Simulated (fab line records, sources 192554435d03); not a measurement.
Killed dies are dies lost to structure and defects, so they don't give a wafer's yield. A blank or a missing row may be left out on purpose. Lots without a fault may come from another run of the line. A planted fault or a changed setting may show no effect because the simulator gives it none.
Which tool did it? || flow n5 finfet || 24 lots, 72 wafers sampled, at 4 steps of a route of 1938

WHAT THE GAUGES SHOWED, per wafer
N5_BEOL_M12_RS_MEAS_54: the measuring method here is four-point-probe.
{"lot": "L074", "measured": "day 10 14:53", "on": "film metro-02", "M12_RS (ohm/sq)": "0.0603 0.0600 0.0606"}
{"lot": "L076", "measured": "day 10 20:01", "on": "film metro-01", "M12_RS (ohm/sq)": "0.0605 0.0588 0.0603"}
{"lot": "L075", "measured": "day 10 23:27", "on": "film metro-02", "M12_RS (ohm/sq)": "0.0611 0.0612 0.0595"}
{"lot": "L077", "measured": "day 11 03:09", "on": "film metro-01", "M12_RS (ohm/sq)": "0.0604 0.0609 0.0611"}
{"lot": "L078", "measured": "day 11 22:53", "on": "film metro-02", "M12_RS (ohm/sq)": "0.0604 0.0590 0.0608"}
{"lot": "L079", "measured": "day 12 09:27", "on": "film metro-02", "M12_RS (ohm/sq)": "0.0617 0.0590 0.0620"}
{"lot": "L080", "measured": "day 12 12:15", "on": "film metro-02", "M12_RS (ohm/sq)": "0.0599 0.0613 0.0606"}
{"lot": "L081", "measured": "day 12 15:59", "on": "film metro-01", "M12_RS (ohm/sq)": "0.0610 0.0612 0.0597"}
{"lot": "L084", "measured": "day 13 04:59", "on": "film metro-02", "M12_RS (ohm/sq)": "0.0588 0.0612 0.0617"}
{"lot": "L082", "measured": "day 13 08:51", "on": "film metro-01", "M12_RS (ohm/sq)": "0.0586 0.0614 0.0603"}
{"lot": "L083", "measured": "day 13 09:29", "on": "film metro-01", "M12_RS (ohm/sq)": "0.0618 0.0602 0.0610"}
{"lot": "L085", "measured": "day 13 20:47", "on": "film metro-02", "M12_RS (ohm/sq)": "0.0583 0.0596 0.0617"}
{"lot": "L087", "measured": "day 14 03:16", "on": "film metro-01", "M12_RS (ohm/sq)": "0.0591 0.0612 0.0598"}
{"lot": "L089", "measured": "day 14 12:20", "on": "film metro-02", "M12_RS (ohm/sq)": "0.0604 0.0595 0.0599"}
{"lot": "L086", "measured": "day 14 15:59", "on": "film metro-02", "M12_RS (ohm/sq)": "0.0590 0.0596 0.0612"}
{"lot": "L088", "measured": "day 15 03:16", "on": "film metro-01", "M12_RS (ohm/sq)": "0.0596 0.0599 0.0585"}
{"lot": "L090", "measured": "day 15 06:28", "on": "film metro-01", "M12_RS (ohm/sq)": "0.0598 0.0591 0.0583"}
{"lot": "L092", "measured": "day 15 10:10", "on": "film metro-01", "M12_RS (ohm/sq)": "0.0587 0.0589 0.0592"}
{"lot": "L091", "measured": "day 15 11:51", "on": "film metro-02", "M12_RS (ohm/sq)": "0.0607 0.0585 0.0614"}
{"lot": "L093", "measured": "day 16 10:28", "on": "film metro-02", "M12_RS (ohm/sq)": "0.0587 0.0585 0.0594"}
{"lot": "L094", "measured": "day 16 13:35", "on": "film metro-01", "M12_RS (ohm/sq)": "0.0589 0.0588 0.0587"}
{"lot": "L097", "measured": "day 16 15:23", "on": "film metro-01", "M12_RS (ohm/sq)": "0.0591 0.0585 0.0614"}
{"lot": "L095", "measured": "day 16 19:06", "on": "film metro-02", "M12_RS (ohm/sq)": "0.0591 0.0590 0.0606"}
{"lot": "L096", "measured": "day 16 21:55", "on": "film metro-02", "M12_RS (ohm/sq)": "0.0604 0.0595 0.0605"}

N5_BEOL_M13_THK_MEAS_01.
{"lot": "L074", "measured": "day 10 15:10", "on": "film metro-02", "M13_ILD_THK (nm)": "828 831 850"}
{"lot": "L076", "measured": "day 10 20:14", "on": "film metro-02", "M13_ILD_THK (nm)": "830 828 827"}
{"lot": "L075", "measured": "day 10 23:40", "on": "film metro-01", "M13_ILD_THK (nm)": "839 835 846"}
{"lot": "L077", "measured": "day 11 03:22", "on": "film metro-01", "M13_ILD_THK (nm)": "823 834 843"}
{"lot": "L078", "measured": "day 11 23:06", "on": "film metro-02", "M13_ILD_THK (nm)": "824 837 847"}
{"lot": "L079", "measured": "day 12 09:40", "on": "film metro-02", "M13_ILD_THK (nm)": "825 843 846"}
{"lot": "L080", "measured": "day 12 12:28", "on": "film metro-01", "M13_ILD_THK (nm)": "847 849 840"}
{"lot": "L081", "measured": "day 12 16:13", "on": "film metro-02", "M13_ILD_THK (nm)": "831 836 855"}
{"lot": "L084", "measured": "day 13 05:12", "on": "film metro-01", "M13_ILD_THK (nm)": "842 825 843"}
{"lot": "L082", "measured": "day 13 09:04", "on": "film metro-01", "M13_ILD_THK (nm)": "831 829 840"}
{"lot": "L083", "measured": "day 13 09:41", "on": "film metro-01", "M13_ILD_THK (nm)": "830 864 863"}
{"lot": "L085", "measured": "day 13 20:59", "on": "film metro-01", "M13_ILD_THK (nm)": "832 832 834"}
{"lot": "L087", "measured": "day 14 03:29", "on": "film metro-01", "M13_ILD_THK (nm)": "838 864 851"}
{"lot": "L089", "measured": "day 14 12:32", "on": "film metro-01", "M13_ILD_THK (nm)": "824 822 854"}
{"lot": "L086", "measured": "day 14 16:15", "on": "film metro-01", "M13_ILD_THK (nm)": "831 825 859"}
{"lot": "L088", "measured": "day 15 03:29", "on": "film metro-01", "M13_ILD_THK (nm)": "836 855 857"}
{"lot": "L090", "measured": "day 15 06:44", "on": "film metro-02", "M13_ILD_THK (nm)": "832 825 855"}
{"lot": "L092", "measured": "day 15 10:22", "on": "film metro-02", "M13_ILD_THK (nm)": "840 849 844"}
{"lot": "L091", "measured": "day 15 12:04", "on": "film metro-02", "M13_ILD_THK (nm)": "828 833 835"}
{"lot": "L093", "measured": "day 16 10:41", "on": "film metro-01", "M13_ILD_THK (nm)": "826 855 856"}
{"lot": "L094", "measured": "day 16 13:49", "on": "film metro-01", "M13_ILD_THK (nm)": "836 824 848"}
{"lot": "L097", "measured": "day 16 15:36", "on": "film metro-01", "M13_ILD_THK (nm)": "831 835 819"}
{"lot": "L095", "measured": "day 16 19:19", "on": "film metro-02", "M13_ILD_THK (nm)": "831 848 837"}
{"lot": "L096", "measured": "day 16 22:08", "on": "film metro-02", "M13_ILD_THK (nm)": "828 834 841"}

EACH LOT AND THE TOOL THAT RAN IT (in order: tool; ch and the chambers of the sampled wafers; start)
{"lot": "L074", "N5_BEOL_M12_SPUTTER_45": "pvd sputter-02, day 10 13:37", "N5_BEOL_M13_ILD_DEP_00": "pecvd-03 ch 0,1, day 10 14:57"}
{"lot": "L076", "N5_BEOL_M12_SPUTTER_45": "pvd sputter-02, day 10 18:51", "N5_BEOL_M13_ILD_DEP_00": "pecvd-04 ch 0,1,2, day 10 20:05"}
{"lot": "L075", "N5_BEOL_M12_SPUTTER_45": "pvd sputter-01, day 10 22:28", "N5_BEOL_M13_ILD_DEP_00": "pecvd-04 ch 0,1,2, day 10 23:31"}
{"lot": "L077", "N5_BEOL_M12_SPUTTER_45": "pvd sputter-02, day 11 01:58", "N5_BEOL_M13_ILD_DEP_00": "pecvd-04 ch 1,2, day 11 03:13"}
{"lot": "L078", "N5_BEOL_M12_SPUTTER_45": "pvd sputter-01, day 11 21:53", "N5_BEOL_M13_ILD_DEP_00": "pecvd-04 ch 0,2, day 11 22:57"}
{"lot": "L079", "N5_BEOL_M12_SPUTTER_45": "pvd sputter-02, day 12 08:26", "N5_BEOL_M13_ILD_DEP_00": "pecvd-04 ch 0,1,2, day 12 09:31"}
{"lot": "L080", "N5_BEOL_M12_SPUTTER_45": "pvd sputter-01, day 12 11:16", "N5_BEOL_M13_ILD_DEP_00": "pecvd-04 ch 0,1,2, day 12 12:22"}
{"lot": "L081", "N5_BEOL_M12_SPUTTER_45": "pvd sputter-02, day 12 15:01", "N5_BEOL_M13_ILD_DEP_00": "pecvd-02 ch 0,1, day 12 16:04"}
{"lot": "L084", "N5_BEOL_M12_SPUTTER_45": "pvd sputter-03, day 13 04:00", "N5_BEOL_M13_ILD_DEP_00": "pecvd-04 ch 0,1,2, day 13 05:03"}
{"lot": "L082", "N5_BEOL_M12_SPUTTER_45": "pvd sputter-01, day 13 07:48", "N5_BEOL_M13_ILD_DEP_00": "pecvd-02 ch 0,1, day 13 08:55"}
{"lot": "L083", "N5_BEOL_M12_SPUTTER_45": "pvd sputter-01, day 13 08:30", "N5_BEOL_M13_ILD_DEP_00": "pecvd-03 ch 0,1,2, day 13 09:32"}
{"lot": "L085", "N5_BEOL_M12_SPUTTER_45": "pvd sputter-01, day 13 19:48", "N5_BEOL_M13_ILD_DEP_00": "pecvd-04 ch 0,1,2, day 13 20:50"}
{"lot": "L087", "N5_BEOL_M12_SPUTTER_45": "pvd sputter-03, day 14 01:41", "N5_BEOL_M13_ILD_DEP_00": "pecvd-03 ch 0,1,2, day 14 03:20"}
{"lot": "L089", "N5_BEOL_M12_SPUTTER_45": "pvd sputter-02, day 14 11:02", "N5_BEOL_M13_ILD_DEP_00": "pecvd-03 ch 0,1,2, day 14 12:23"}
{"lot": "L086", "N5_BEOL_M12_SPUTTER_45": "pvd sputter-01, day 14 15:00", "N5_BEOL_M13_ILD_DEP_00": "pecvd-03 ch 0,2, day 14 16:02"}
{"lot": "L088", "N5_BEOL_M12_SPUTTER_45": "pvd sputter-03, day 15 02:17", "N5_BEOL_M13_ILD_DEP_00": "pecvd-02 ch 0,2, day 15 03:20"}
{"lot": "L090", "N5_BEOL_M12_SPUTTER_45": "pvd sputter-02, day 15 05:29", "N5_BEOL_M13_ILD_DEP_00": "pecvd-03 ch 0,2, day 15 06:35"}
{"lot": "L092", "N5_BEOL_M12_SPUTTER_45": "pvd sputter-02, day 15 09:09", "N5_BEOL_M13_ILD_DEP_00": "pecvd-04 ch 1,2, day 15 10:13"}
{"lot": "L091", "N5_BEOL_M12_SPUTTER_45": "pvd sputter-02, day 15 10:13", "N5_BEOL_M13_ILD_DEP_00": "pecvd-04 ch 0,2, day 15 11:55"}
{"lot": "L093", "N5_BEOL_M12_SPUTTER_45": "pvd sputter-03, day 16 09:29", "N5_BEOL_M13_ILD_DEP_00": "pecvd-04 ch 0,1,2, day 16 10:32"}
{"lot": "L094", "N5_BEOL_M12_SPUTTER_45": "pvd sputter-03, day 16 12:37", "N5_BEOL_M13_ILD_DEP_00": "pecvd-03 ch 1,2, day 16 13:40"}
{"lot": "L097", "N5_BEOL_M12_SPUTTER_45": "pvd sputter-02, day 16 14:22", "N5_BEOL_M13_ILD_DEP_00": "pecvd-03 ch 0,1,2, day 16 15:27"}
{"lot": "L095", "N5_BEOL_M12_SPUTTER_45": "pvd sputter-01, day 16 17:57", "N5_BEOL_M13_ILD_DEP_00": "pecvd-02 ch 0,2, day 16 19:10"}
{"lot": "L096", "N5_BEOL_M12_SPUTTER_45": "pvd sputter-01, day 16 20:57", "N5_BEOL_M13_ILD_DEP_00": "pecvd-04 ch 0,1,2, day 16 21:59"}
- N5_BEOL_M12_SPUTTER_45: material Cu, target thk 80 nm, time 13.33 s.
- N5_BEOL_M13_ILD_DEP_00: deposits SiOC from DEMS/O2, target thk 837.92 nm, time 166.4 s.

WHAT THE TOOLS THEMSELVES READ (means of the sampled wafers that have a number; where no wafer has one, the mark that the record gives instead)
N5_BEOL_M12_SPUTTER_45.
{"lot": "L074", "tool": "pvd sputter-02", "bias v (V)": 59.8, "substrate temp c (C)": -19.97, "susceptor temp C (C)": -20.09, "throttle valve pct (%)": 29.4}
{"lot": "L076", "tool": "pvd sputter-02", "bias v (V)": 60.2, "substrate temp c (C)": -20.12, "susceptor temp C (C)": -20.09, "throttle valve pct (%)": 28.5}
{"lot": "L075", "tool": "pvd sputter-01", "bias v (V)": 59.4, "substrate temp c (C)": -19.96, "susceptor temp C (C)": -20.04, "throttle valve pct (%)": 30.1}
{"lot": "L077", "tool": "pvd sputter-02", "bias v (V)": 60.8, "substrate temp c (C)": -19.96, "susceptor temp C (C)": -20.10, "throttle valve pct (%)": 28.9}
{"lot": "L078", "tool": "pvd sputter-01", "bias v (V)": 59.5, "substrate temp c (C)": -20.03, "susceptor temp C (C)": -20.03, "throttle valve pct (%)": 30.0}
{"lot": "L079", "tool": "pvd sputter-02", "bias v (V)": 60.0, "substrate temp c (C)": -20.03, "susceptor temp C (C)": -19.98, "throttle valve pct (%)": 29.2}
{"lot": "L080", "tool": "pvd sputter-01", "bias v (V)": 59.1, "substrate temp c (C)": -19.98, "susceptor temp C (C)": -19.98, "throttle valve pct (%)": 29.9}
{"lot": "L081", "tool": "pvd sputter-02", "bias v (V)": 59.8, "substrate temp c (C)": -19.96, "susceptor temp C (C)": -19.94, "throttle valve pct (%)": 29.8}
{"lot": "L084", "tool": "pvd sputter-03", "bias v (V)": 59.5, "substrate temp c (C)": -20.10, "susceptor temp C (C)": -20.02, "throttle valve pct (%)": 30.7}
{"lot": "L082", "tool": "pvd sputter-01", "bias v (V)": 60.1, "substrate temp c (C)": -20.06, "susceptor temp C (C)": -19.84, "throttle valve pct (%)": 30.1}
{"lot": "L083", "tool": "pvd sputter-01", "bias v (V)": 59.7, "substrate temp c (C)": -19.85, "susceptor temp C (C)": -19.90, "throttle valve pct (%)": 30.3}
{"lot": "L085", "tool": "pvd sputter-01", "bias v (V)": 61.1, "substrate temp c (C)": -20.00, "susceptor temp C (C)": -20.05, "throttle valve pct (%)": 29.8}
{"lot": "L087", "tool": "pvd sputter-03", "bias v (V)": 59.5, "substrate temp c (C)": -19.97, "susceptor temp C (C)": -19.93, "throttle valve pct (%)": 30.0}
{"lot": "L089", "tool": "pvd sputter-02", "bias v (V)": 59.6, "substrate temp c (C)": -20.06, "susceptor temp C (C)": -19.93, "throttle valve pct (%)": 29.3}
{"lot": "L086", "tool": "pvd sputter-01", "bias v (V)": 60.1, "substrate temp c (C)": -20.06, "susceptor temp C (C)": -19.95, "throttle valve pct (%)": 30.0}
{"lot": "L088", "tool": "pvd sputter-03", "bias v (V)": 59.4, "substrate temp c (C)": -20.04, "susceptor temp C (C)": -19.93, "throttle valve pct (%)": 30.4}
{"lot": "L090", "tool": "pvd sputter-02", "bias v (V)": 59.8, "substrate temp c (C)": -19.90, "susceptor temp C (C)": -19.83, "throttle valve pct (%)": 28.7}
{"lot": "L092", "tool": "pvd sputter-02", "bias v (V)": 59.8, "substrate temp c (C)": -20.04, "susceptor temp C (C)": -20.05, "throttle valve pct (%)": 29.0}
{"lot": "L091", "tool": "pvd sputter-02", "bias v (V)": 60.4, "substrate temp c (C)": -19.99, "susceptor temp C (C)": -20.02, "throttle valve pct (%)": 29.1}
{"lot": "L093", "tool": "pvd sputter-03", "bias v (V)": 60.5, "substrate temp c (C)": -19.95, "susceptor temp C (C)": -19.95, "throttle valve pct (%)": 30.5}
{"lot": "L094", "tool": "pvd sputter-03", "bias v (V)": 60.1, "substrate temp c (C)": -20.03, "susceptor temp C (C)": -19.96, "throttle valve pct (%)": 30.9}
{"lot": "L097", "tool": "pvd sputter-02", "bias v (V)": 60.3, "substrate temp c (C)": -19.97, "susceptor temp C (C)": -19.99, "throttle valve pct (%)": 29.0}
{"lot": "L095", "tool": "pvd sputter-01", "bias v (V)": 59.7, "substrate temp c (C)": -19.99, "susceptor temp C (C)": -20.03, "throttle valve pct (%)": 30.2}
{"lot": "L096", "tool": "pvd sputter-01", "bias v (V)": 59.7, "substrate temp c (C)": -20.00, "susceptor temp C (C)": -20.04, "throttle valve pct (%)": 30.5}

N5_BEOL_M13_ILD_DEP_00.
{"lot": "L074", "tool": "pecvd-03", "heater power w (W)": 519, "showerhead plenum p Torr (Torr)": 5.708, "susceptor temp C (C)": 349.90, "throttle valve pct (%)": 12.0}
{"lot": "L076", "tool": "pecvd-04", "heater power w (W)": 389, "showerhead plenum p Torr (Torr)": 5.685, "susceptor temp C (C)": 349.94, "throttle valve pct (%)": 11.8}
{"lot": "L075", "tool": "pecvd-04", "heater power w (W)": 411, "showerhead plenum p Torr (Torr)": 5.670, "susceptor temp C (C)": 349.93, "throttle valve pct (%)": 11.5}
{"lot": "L077", "tool": "pecvd-04", "heater power w (W)": 411, "showerhead plenum p Torr (Torr)": 5.654, "susceptor temp C (C)": 349.92, "throttle valve pct (%)": 11.5}
{"lot": "L078", "tool": "pecvd-04", "heater power w (W)": 335, "showerhead plenum p Torr (Torr)": 5.685, "susceptor temp C (C)": 350.05, "throttle valve pct (%)": 11.5}
{"lot": "L079", "tool": "pecvd-04", "heater power w (W)": 395, "showerhead plenum p Torr (Torr)": 5.696, "susceptor temp C (C)": 350.03, "throttle valve pct (%)": 11.4}
{"lot": "L080", "tool": "pecvd-04", "heater power w (W)": 408, "showerhead plenum p Torr (Torr)": 5.685, "susceptor temp C (C)": 350.05, "throttle valve pct (%)": 11.5}
{"lot": "L081", "tool": "pecvd-02", "heater power w (W)": 425, "showerhead plenum p Torr (Torr)": 5.711, "susceptor temp C (C)": 350.09, "throttle valve pct (%)": 12.0}
{"lot": "L084", "tool": "pecvd-04", "heater power w (W)": 414, "showerhead plenum p Torr (Torr)": 5.686, "susceptor temp C (C)": 349.91, "throttle valve pct (%)": 11.7}
{"lot": "L082", "tool": "pecvd-02", "heater power w (W)": 390, "showerhead plenum p Torr (Torr)": 5.697, "susceptor temp C (C)": 349.96, "throttle valve pct (%)": 12.0}
{"lot": "L083", "tool": "pecvd-03", "heater power w (W)": 543, "showerhead plenum p Torr (Torr)": 5.686, "susceptor temp C (C)": 349.90, "throttle valve pct (%)": 11.6}
{"lot": "L085", "tool": "pecvd-04", "heater power w (W)": 356, "showerhead plenum p Torr (Torr)": 5.687, "susceptor temp C (C)": 350.06, "throttle valve pct (%)": 11.6}
{"lot": "L087", "tool": "pecvd-03", "heater power w (W)": 534, "showerhead plenum p Torr (Torr)": 5.700, "susceptor temp C (C)": 349.88, "throttle valve pct (%)": 11.5}
{"lot": "L089", "tool": "pecvd-03", "heater power w (W)": 557, "showerhead plenum p Torr (Torr)": 5.690, "susceptor temp C (C)": 349.95, "throttle valve pct (%)": 11.6}
{"lot": "L086", "tool": "pecvd-03", "heater power w (W)": 470, "showerhead plenum p Torr (Torr)": 5.709, "susceptor temp C (C)": 349.80, "throttle valve pct (%)": 11.4}
{"lot": "L088", "tool": "pecvd-02", "heater power w (W)": 531, "showerhead plenum p Torr (Torr)": 5.697, "susceptor temp C (C)": 350.08, "throttle valve pct (%)": 11.1}
{"lot": "L090", "tool": "pecvd-03", "heater power w (W)": 486, "showerhead plenum p Torr (Torr)": 5.699, "susceptor temp C (C)": 350.24, "throttle valve pct (%)": 11.1}
{"lot": "L092", "tool": "pecvd-04", "heater power w (W)": 517, "showerhead plenum p Torr (Torr)": 5.681, "susceptor temp C (C)": 349.86, "throttle valve pct (%)": 11.9}
{"lot": "L091", "tool": "pecvd-04", "heater power w (W)": 298, "showerhead plenum p Torr (Torr)": 5.684, "susceptor temp C (C)": 350.23, "throttle valve pct (%)": 11.4}
{"lot": "L093", "tool": "pecvd-04", "heater power w (W)": 388, "showerhead plenum p Torr (Torr)": 5.690, "susceptor temp C (C)": 349.98, "throttle valve pct (%)": 11.6}
{"lot": "L094", "tool": "pecvd-03", "heater power w (W)": 541, "showerhead plenum p Torr (Torr)": 5.691, "susceptor temp C (C)": 349.97, "throttle valve pct (%)": 11.2}
{"lot": "L097", "tool": "pecvd-03", "heater power w (W)": 544, "showerhead plenum p Torr (Torr)": 5.690, "susceptor temp C (C)": 350.04, "throttle valve pct (%)": 11.7}
{"lot": "L095", "tool": "pecvd-02", "heater power w (W)": 420, "showerhead plenum p Torr (Torr)": 5.705, "susceptor temp C (C)": 349.94, "throttle valve pct (%)": 11.6}
{"lot": "L096", "tool": "pecvd-04", "heater power w (W)": 407, "showerhead plenum p Torr (Torr)": 5.682, "susceptor temp C (C)": 349.93, "throttle valve pct (%)": 11.6}

THE ANSWER, worked out from the rows above alone
Rule: the usual values come from the lots themselves. Put in order of their means at a reading, lots are off if they are a third of the lots or fewer, leave a main group of 4 or more, and stand apart from it by a gap of 3 or more times the standard deviation of the main group's means; of several such gaps the widest counts. If all means in a main group match to the digits the tables above print for the reading, that group is not used. A lot without any number at a reading at which 4 lots or more have one is off too. All remaining lots with rows at the step are treated as sound. The gauges are gone through in route order, then the tools' own readings, and for those a lot's mean is taken as printed above. The first step at which some lot is off is used, and at that step the reading that is off furthest; a lot without a number counts as furthest.
No lot is off on any of the readings shown, so nothing can be concluded from this.

WHAT WAS PUT IN BY THE SIMULATOR
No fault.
